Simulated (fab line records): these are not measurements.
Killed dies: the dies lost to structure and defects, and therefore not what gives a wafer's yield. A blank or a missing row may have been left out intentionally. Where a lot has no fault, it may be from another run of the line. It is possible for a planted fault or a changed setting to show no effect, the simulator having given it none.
fab line records    flow nandHarc
record lots=5  wafers=15  lastDay=33
route steps=1302 shown A_M0@1150 A_M1@1169 END@1302
lots with no fault: from the same line, run without faults
startH: start of the lot's first displayed wafer, in hours after the record's first day    waitH: time in hours since the lot's previous step    " identical to the entry in the row above    L1.1+2: a row that stands for several wafers    - value missing, or start not given    * or withheld: withheld    < > ~ a bound
route shown NAME@n: names a module that has steps shown in the file, with the first one's number in the route    usual: average and standard deviation across the fault-free wafers    same: alike in all rows    chamber/n: place in a boat    sites: the reading at each site    _std_site: the standard deviation of these    _edge_site: outer sites' mean less inner sites'    radiusMm: how far each site lies from the wafer's centre    mask NAME#n: copy n    behind: the most recent tool/chamber to have shaped the wafer    hold: why the lot was held/for how many hours/how that ended    device: the transistor (n, p or np) that didn't switch    end of line: tests of these same wafers at the route's end    a step given without rows: its recipe and nothing more    killed: dies that structure and defects cost at the first sort, which is not the same as the wafer's yield    map: per-die view of a wafer (x killed, . not killed, _ where there is no die)
set.NAME: the run value of the setting; set.NAME@STEP: its run value at that earlier step    model.NAME: the simulator's own value behind a step, which no gauge read
lots seen at some steps along the route; tables by step, rows by wafer
services: a tool's chamber out of use, with start hour (startH, from the record's first day; less than 0 if before it), hours out, and reason
## steps
# step NHARC_A_M0_DESCUM_14
# recipe timeS=3  o2FlowSccm=200  arFlowSccm=0  biasPowerW=0  chemistry=O2
# usual drypumpMotorCurrentA=5.8/0.39  oesProductAu=0.999/0.0067  rfVppV=57.9/0.87  showerheadPlenumPTorr=1.93/0.054  throttleValvePct=11.311/0.0093
lot.wafer  tool        chamber  startH  waitH  drypumpMotorCurrentA  oesProductAu  rfHoursCounterH  rfVppV  showerheadPlenumPTorr  throttleValvePct
L979.2     rieDiel-01  0        544.25  0.1    4.9                   0.995         7.3              58.3    2.03                   11.332
L979.3     "           3        "       "      5.7                   1.000         8.0              58.0    2.02                   11.311
L979.5     "           0        "       "      4.9                   0.999         -                59.1    2.03                   11.308
L981.1     rieDiel-08  3        563.74  0.1    5.6                   0.991         0.4              58.6    1.93                   11.316
L981.5     "           3        "       "      5.6                   0.993         -                57.7    1.93                   11.293
L981.6     "           0        "       "      6.4                   1.000         -                57.5    1.98                   11.309
L992.1     rieDiel-08  2        666.79  0.1    5.8                   1.002         5.8              58.6    1.94                   11.310
L992.5     "           0        "       "      6.4                   0.988         -                58.9    1.98                   11.321
L992.6     "           1        "       "      6.2                   0.994         -                57.5    1.88                   11.312
L996.2     rieDiel-08  0        740.01  0.1    6.4                   0.996         0.3              59.4    1.98                   11.296
L996.3     "           1        "       "      6.2                   0.996         0.5              56.5    1.88                   11.317
L996.5     "           2        "       "      5.8                   0.989         -                58.4    1.94                   11.319
L997.3     rieDiel-08  2        740.99  0.1    5.8                   0.992         0.7              58.1    1.94                   11.301
L997.5     "           1        "       "      6.2                   1.004         -                58.2    1.88                   11.301
L997.6     "           2        "       "      5.8                   0.991         -                57.9    1.93                   11.312
# step NHARC_A_M0_ETCH_34
# recipe targetDepthA=400  overetchA=120  timeS=43.94  ionEnergyEv=200  n2FlowSccm=150  h2FlowSccm=150  arFlowSccm=0  rfW=400  biasW=150  chemistry=N2/H2
# step NHARC_A_M0_ETCH_15
# recipe targetDepthA=1500  overetchA=150  timeS=82.5  c4f8FlowSccm=withheld  arFlowSccm=400  rfW=600  biasW=300  chemistry=C4F8/Ar
# usual oesProductAu=0.950/0.022  rfVppV=441.4/1.7
lot.wafer  tool        chamber  startH  waitH  oesProductAu  rfHoursCounterH  rfVppV
L979.2     rieDiel-01  0        -       -      0.941         7.4              444.1
L979.3     "           2        "       "      0.927         8.4              441.0
L979.5     "           3        "       "      0.916         -                443.5
L981.1     rieDiel-08  1        -       -      0.984         0.3              439.7
L981.5     "           0        "       "      0.969         -                441.4
L981.6     "           1        "       "      0.987         -                439.9
L992.1     rieDiel-08  1        -       -      0.928         6.1              439.1
L992.5     "           0        "       "      0.927         -                442.1
L992.6     "           1        "       "      0.927         -                439.8
L996.2     rieDiel-08  2        -       -      0.959         0.7              441.0
L996.3     "           3        "       "      0.958         0.6              441.2
L996.5     "           3        "       "      0.950         -                442.9
L997.3     rieDiel-08  0        -       -      0.988         0.5              442.6
L997.6     "           1        "       "      0.966         -                439.5
L997.5     "           2        "       "      0.960         -                441.2
# step NHARC_A_M0_CD_MEAS_16
# usual cdNm=79.9/0.64
lot.wafer  tool      chamber  startH  waitH  cdNm
L979.2     cdSem-03  -        544.55  -      79.2
L979.3     "         -        "       "      79.3
L979.5     "         -        "       "      79.3
L981.1     cdSem-01  -        564.04  -      80.8
L981.5     "         -        "       "      80.5
L981.6     "         -        "       "      80.8
L992.1     cdSem-03  -        667.08  -      79.8
L992.5     "         -        "       "      79.8
L992.6     "         -        "       "      79.6
L996.2     cdSem-01  -        740.29  -      80.1
L996.3     "         -        "       "      79.3
L996.5     "         -        "       "      79.6
L997.3     cdSem-03  -        741.29  -      80.4
L997.5     "         -        "       "      79.2
L997.6     "         -        "       "      79.4
# step NHARC_A_M0_STRIP_18
# recipe powerW=1000  n2FlowSccm=150  h2FlowSccm=150  arFlowSccm=0  biasW=0  chemistry=N2/H2
# step NHARC_A_M0_STRIP_19
# recipe timeS=600  tempC=30  chemistry=postEtchResidueRemover
# step NHARC_A_M0_DEGAS_28
# recipe tempC=250  timeS=60
# usual heaterPowerW=330/34
lot.wafer  tool           chamber  startH  waitH  heaterPowerW
L979.2     pvdSputter-01  -        545.17  -      335
L979.3     "              -        "       "      332
L979.5     "              -        "       "      295
L981.1     pvdSputter-01  -        564.68  -      312
L981.6     "              -        "       "      284
L981.5     "              -        "       "      333
L992.1     pvdSputter-01  -        667.69  -      343
L992.6     "              -        "       "      329
L992.5     "              -        "       "      335
L996.3     pvdSputter-02  -        740.92  -      372
L996.2     "              -        "       "      334
L996.5     "              -        "       "      309
L997.3     pvdSputter-03  -        741.91  -      318
L997.5     "              -        "       "      266
L997.6     "              -        "       "      316
# step NHARC_A_M0_PRE_CLEAN_29
# recipe timeS=30  tempC=280  gas=H2/He
# step NHARC_A_M0_PVD_20
# recipe targetThkA=50  biasV=168.6  powerW=15000  chamberPressurePa=0.12  timeS=8.06  substrateTempC=50  material=TaN
# step NHARC_A_M0_PVD_21
# recipe targetThkA=300  chamberPressurePa=5  powerW=5000  substrateTempC=30  timeS=20.49  material=Cu
# usual throttleValvePct=30.2/1.3
lot.wafer  tool           chamber  startH  waitH  throttleValvePct
L979.3     pvdSputter-01  -        -       -      30.4
L979.2     "              -        "       "      31.8
L979.5     "              -        "       "      32.0
L981.1     pvdSputter-01  -        -       -      32.0
L981.6     "              -        "       "      27.7
L981.5     "              -        "       "      31.8
L992.1     pvdSputter-01  -        -       -      31.4
L992.6     "              -        "       "      31.4
L992.5     "              -        "       "      28.1
L996.2     pvdSputter-02  -        -       -      29.3
L996.3     "              -        "       "      31.7
L996.5     "              -        "       "      29.7
L997.3     pvdSputter-03  -        -       -      28.4
L997.5     "              -        "       "      30.3
L997.6     "              -        "       "      28.8
# step NHARC_A_M0_ECD_22
# recipe targetThkA=4000  bathTempC=25  material=Cu
# step NHARC_A_M0_ANNEAL_30
# recipe tempC=225  timeS=90
# step NHARC_A_M0_CMP_23
# recipe tOverpolishS=20  targetThkNm=113.75
# usual edgeZonePressureFrac=0.999/0.0048  motorCurrentA=12.1/1.2  slurryFilterDpKPa=13.52/0.13  timeToEndpointS=28.9/2.4
lot.wafer  tool    chamber  startH  waitH  edgeZonePressureFrac  motorCurrentA  slurryFilterDpKPa  timeToEndpointS
L979.3     cmp-02  0        546.55  -      0.992                 12.2           13.44              28.0
L979.2     "       1        "       "      0.998                 12.0           13.54              28.4
L979.5     "       0        "       "      0.996                 11.8           13.40              28.9
L981.1     cmp-01  3        565.83  -      1.001                 13.1           13.29              30.6
L981.5     "       0        "       "      1.009                 12.1           13.42              28.9
L981.6     "       1        "       "      1.002                 12.2           13.48              29.4
L992.1     cmp-02  1        668.77  -      1.000                 11.7           13.55              27.3
L992.6     "       1        "       "      1.004                 11.8           13.59              23.5
L992.5     "       2        "       "      1.000                 14.2           13.56              31.7
L996.3     cmp-01  3        741.99  -      1.008                 13.3           13.27              32.9
L996.2     "       1        "       "      0.999                 12.0           13.34              30.2
L996.5     "       0        "       "      1.001                 12.1           13.65              32.4
L997.3     cmp-02  2        743.03  -      1.000                 14.8           13.50              31.4
L997.6     "       1        "       "      0.999                 11.7           13.64              27.2
L997.5     "       2        "       "      1.000                 14.3           13.30              32.0
# step NHARC_A_M0_THK_MEAS_24
# recipe thkMeasGauge=xrf
# usual thkNm=113.6/1.3
lot.wafer  tool          chamber  startH  waitH  thkNm
L979.2     filmMetro-01  -        546.87  -      112.7
L979.3     "             -        "       "      112.4
L979.5     "             -        "       "      112.0
L981.1     filmMetro-01  -        566.06  -      113.1
L981.5     "             -        "       "      112.8
L981.6     "             -        "       "      113.6
L992.1     filmMetro-02  -        669.08  -      111.4
L992.5     "             -        "       "      116.4
L992.6     "             -        "       "      111.5
L996.2     filmMetro-01  -        742.31  -      114.0
L996.3     "             -        "       "      115.1
L996.5     "             -        "       "      113.7
L997.3     filmMetro-02  -        743.31  -      115.0
L997.5     "             -        "       "      114.1
L997.6     "             -        "       "      113.8
# step NHARC_A_M0_SRD_25
# step NHARC_A_M0_INSPECT_27
# usual rawDefectCount=525/130
lot.wafer  tool              chamber  startH  waitH  rawDefectCount
L979.2     defectInspect-02  -        547.02  0.0    515
L979.3     "                 -        "       "      606
L979.5     "                 -        "       "      788
L981.1     defectInspect-01  -        566.22  0.0    408
L981.5     "                 -        "       "      584
L981.6     "                 -        "       "      990
L992.1     defectInspect-02  -        669.28  0.0    264
L992.5     "                 -        "       "      352
L992.6     "                 -        "       "      290
L996.2     defectInspect-01  -        742.46  0.0    643
L996.3     "                 -        "       "      515
L996.5     "                 -        "       "      419
L997.3     defectInspect-02  -        743.47  0.0    431
L997.5     "                 -        "       "      409
L997.6     "                 -        "       "      455
# step NHARC_A_M0_PRE_CLEAN_31
# recipe timeS=12  tempC=370  rfPowerW=300  gas=NH3
# step NHARC_A_M0_DEP_32
# recipe targetThkA=300  tempC=370  targetThkNm=30  pressureTorr=3  flowSccm=200  rfW=450  material=SiCN
# usual heaterPowerW=588/73
lot.wafer  tool      chamber  startH  waitH  heaterPowerW
L979.3     pecvd-02  0        547.17  0.1    660
L979.2     "         1        "       "      606
L979.5     "         2        "       "      707
L981.1     pecvd-02  2        566.41  0.1    711
L981.6     "         1        "       "      623
L981.5     "         0        "       "      654
L992.1     pecvd-03  0        669.51  0.1    591
L992.6     "         1        "       "      516
L992.5     "         0        "       "      600
L996.3     pecvd-02  2        742.65  0.1    631
L996.2     "         0        "       "      653
L996.5     "         0        "       "      659
L997.3     pecvd-04  2        743.66  0.1    468
L997.5     "         1        "       "      518
L997.6     "         2        "       "      474
# step NHARC_A_M1_DEP_00
# recipe targetThkA=1825  targetThkNm=182.5  tempC=withheld  pressureTorr=5  flowSccm=200  rfW=600  material=SiOC
# step NHARC_A_M1_DEHYDRATE_01
# recipe tempC=150  timeS=120
# step NHARC_A_M1_HMDS_02
# recipe timeS=30
# step NHARC_A_M1_COAT_34
# recipe tempC=200  timeS=65
# step NHARC_A_M1_COAT_03
# recipe spinRpm=1500  resistThkNm=90
# step NHARC_A_M1_SOFTBAKE_04
# recipe tempC=105  timeS=55
# step NHARC_A_M1_EBR_05
# step NHARC_A_M1_EXPOSE_06
# recipe na=1.35  targetCdNm=120  doseMj=75.13  maskId=A_M1
# step NHARC_A_M1_PEB_07
# recipe pebTempC=100  pebTimeS=65
# step NHARC_A_M1_DEVELOP_08
# recipe developTimeS=35  devTempC=23
# step NHARC_A_M1_CD_MEAS_09
# recipe targetCdNm=120  landingEnergyEv=500
# usual cdNm=119.9/0.51
lot.wafer  tool      chamber  startH  waitH  cdNm
L979.2     cdSem-02  0        548.42  -      119.4
L979.3     "         0        "       "      119.3
L979.5     "         0        "       "      119.7
L981.1     cdSem-03  0        567.49  -      120.5
L981.5     "         0        "       "      119.6
L981.6     "         0        "       "      120.6
L992.1     cdSem-01  0        670.66  -      120.7
L992.5     "         0        "       "      120.4
L992.6     "         0        "       "      120.3
L996.2     cdSem-01  0        743.73  -      120.4
L996.3     "         0        "       "      119.8
L996.5     "         0        "       "      119.9
L997.3     cdSem-02  0        744.87  -      119.2
L997.5     "         0        "       "      119.1
L997.6     "         0        "       "      119.6
# step NHARC_A_M1_OVL_MEAS_10
# recipe pitchNm=240
# usual overlayXNm=0.1/0.84  overlayYNm=-0.2/0.86
lot.wafer  tool        chamber  startH  waitH  overlayXNm  overlayYNm
L979.2     overlay-02  -        548.51  -      1.1         -1.2
L979.3     "           -        "       "      0.3         -0.7
L979.5     "           -        "       "      -0.2        -1.2
L981.1     overlay-02  -        567.58  -      1.4         0.2
L981.5     "           -        "       "      2.3         0.5
L981.6     "           -        "       "      1.8         0.5
L992.1     overlay-02  -        670.75  -      -0.8        1.1
L992.5     "           -        "       "      -0.4        0.2
L992.6     "           -        "       "      -0.6        0.3
L996.2     overlay-01  -        743.82  -      0.6         0.5
L996.3     "           -        "       "      0.0         0.6
L996.5     "           -        "       "      0.3         0.8
L997.3     overlay-01  -        744.95  -      2.2         -0.5
L997.5     "           -        "       "      1.4         -0.6
L997.6     "           -        "       "      1.4         -1.2
# step NHARC_A_M1_INSPECT_11
# usual rawDefectCount=91/43
lot.wafer  tool              chamber  startH  waitH  rawDefectCount
L979.2     defectInspect-02  -        548.55  0.0    108
L979.3     "                 -        "       "      98
L979.5     "                 -        "       "      101
L981.1     defectInspect-01  -        567.62  0.0    121
L981.5     "                 -        "       "      98
L981.6     "                 -        "       "      498
L992.1     defectInspect-02  -        670.78  0.0    20
L992.5     "                 -        "       "      20
L992.6     "                 -        "       "      21
L996.2     defectInspect-01  -        743.85  0.0    79
L996.3     "                 -        "       "      70
L996.5     "                 -        "       "      91
L997.3     defectInspect-02  -        744.99  0.0    90
L997.5     "                 -        "       "      88
L997.6     "                 -        "       "      102
# step NHARC_A_M1_DESCUM_14
# recipe timeS=3  o2FlowSccm=200  arFlowSccm=0  biasPowerW=0  chemistry=O2
# step NHARC_END_SORT_01
# recipe tempC=25
# usual defectLimitedYield=91/3.1  killedAtArray=53/21  killedAtOther=1.0/1.3  killedAtPeriphery=3.8/2.4  killedDies=58/21  killedOpen=3.4/1.9  killedShort=2.4/1.5  sort_bin_2_pct=3.0/1.3  sort_bin_3_pct=0.6/0.39  sort_bin_4_pct=4.9/1.8  sortNPass=619/21  sortRimYieldPct=88/5.3  sortYieldPct=91/3.1
# same grossDies=677  sort_bin_5_pct[%]=0  sort_bin_6_pct[%]=0  sort_bin_7_pct[%]=0  sort_bin_8_pct[%]=0  sortRimNGross=106.00
lot.wafer  tool       chamber  startH  waitH  defectLimitedYield[%]  killedAtArray  killedAtOther  killedAtPeriphery  killedDies  killedOpen  killedShort  sort_bin_2_pct[%]  sort_bin_3_pct[%]  sort_bin_4_pct[%]  sortNPass  sortRimYieldPct[%]  sortYieldPct[%]
L981.6     prober-02  0        606.48  4.0    53                     317            1              0                  318         1           0            16.7               3.8                26.4               359        55                  53
# killed by level:class
L981.6 A_M0:unspecified=261 A_CHANNEL_HOLE_D2:chamberFilmFlake=26 A_SLIT:chamberFilmFlake=16 A_CONTACT:chamberFilmFlake=7 A_CHANNEL_HOLE_D1:chamberFilmFlake=3 A_ONON_D2:geometricParticle:open=1 A_CHANNEL_FILL_D1:chamberFilmFlake=1 A_CHANNEL_FILL_D2:chamberFilmFlake=1
# map L981.6 (x killed, . not)
____________x____________
_________..xxxxx_________
_______.....xxxxx._______
______....xxxxxxxxx______
_____..x.xxx.xxxx..._____
____..x.xxxxxxx....x.____
____...xx..xxx.x.....____
___.xx..x..x.xxx.x.x..___
___x..x.x.x..xxx.x..x.___
__..x.xxx.xxx..x.xxx..x__
__x..xxx.xx.xxx..x...x.__
_.x..x.x..x.....x.x....x_
_.xx.xxxxxxxx..x.xx.xxxx_
_.x...xxx..x....x.xxx..x_
_.xx.xx.xxxxx..x..xx.x.._
_x.x.xxxxx...xxxx.xxxx.x_
.x.x.xxxx.xxx....x.......
.......xxxxxxx..x...xx..x
....x.xxxxxxxxxx..xx.xx.x
xx..x.xx.x.x.xx.x...xx...
xxxx.xx.x.x.......x.x...x
_.x.x......x.....x..xxx._
_xx.x..xx...x.xxx.xx...._
_....x.xx......xx..x.x.._
_x.x...x...........xxxxx_
_......xx..x.xx..x....xx_
__x.xx..x.....xxxx.....__
__..x..x...x.xxxxxxx..x__
___xxxx..xxxx.x....xx.___
___..x.x...x.x.x..xx.x___
____xx.x.x.xx.x.x.x..____
____xx.....xx...x..x.____
_____.xx............_____
______x.x.....x.x.x______
_______xx..xxx..x._______
_________x..xx.x_________
____________.____________
# map L996.5 (x killed, . not)
____________x____________
_________...xxxx_________
_______....xxxxx.x_______
______.....xxxxxx..______
_____.......x.xx.x.._____
____........xxxxx..x.____
____.................____
___...................___
___...................___
__.....................__
__............x........__
_..............x.x.....x_
_............x.........._
_......x................_
_.x....................._
_......x................_
............xx...........
.........................
.........x.x.........x...
.........................
.........................
_......................._
_......................._
_.............x........._
_......x................_
_........x.............._
__...........x.........__
__........x............__
___.........x.x....x..___
___...................___
____.......x.........____
____........x........____
_____......xx......._____
______.............______
_______.......x..._______
_________.x..x.._________
____________.____________
## services
tool           chamber  startH  hours  kind
cmp-01         -        524.80  1.7    repair
cmp-02         -        526.50  4.0    pm
cmp-01         -        533.99  0.5    repair
pvdSputter-03  -        536.44  10.0   pm
rieDiel-01     -        541.39  0.2    repair
cmp-01         -        541.80  0.3    repair
rieDiel-08     -        544.80  9.0    pm
pvdSputter-02  -        550.37  0.5    repair
rieDiel-01     -        557.83  9.0    pm
rieDiel-08     2        572.35  2.8    repair
cmp-01         -        577.50  4.0    pm
pvdSputter-02  -        578.12  2.2    repair
pvdSputter-01  -        582.02  10.0   pm
pecvd-02       -        589.26  13.0   pm
cmp-02         -        591.66  6.1    repair
rieDiel-01     2        611.13  4.0    repair
rieDiel-01     1        616.31  2.5    repair
cmp-02         -        624.50  4.0    pm
rieDiel-08     2        627.86  6.2    repair
rieDiel-01     1        629.42  5.3    repair
rieDiel-01     0        635.73  9.3    repair
pvdSputter-02  -        665.24  10.0   pm
rieDiel-08     -        721.80  9.0    pm
cmp-02         -        722.50  4.0    pm
## key
firstSign step=NHARC_A_M0_INSPECT_27  reading=rawDefectCount  direction=up  sigmas=3.6  usual=525  struck=990
effect step=NHARC_A_M1_INSPECT_11  reading=rawDefectCount  direction=up  sigmas=9.4  usual=91  struck=498
effect step=NHARC_END_SORT_01  reading=killedAtArray  direction=up  sigmas=13  usual=53  struck=317
moreKillsBornAt NHARC_A_M0_CMP_23@cmp-01=261
metAt NHARC_A_M0_CMP_23
struckWafers L981.6
fault kind=chamberParticleSource  tool=cmp-01  chamber=1  onsetH=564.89  steps=NHARC_A_M0_CMP_23  ratePerVisitCm2=0.61578  endH=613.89
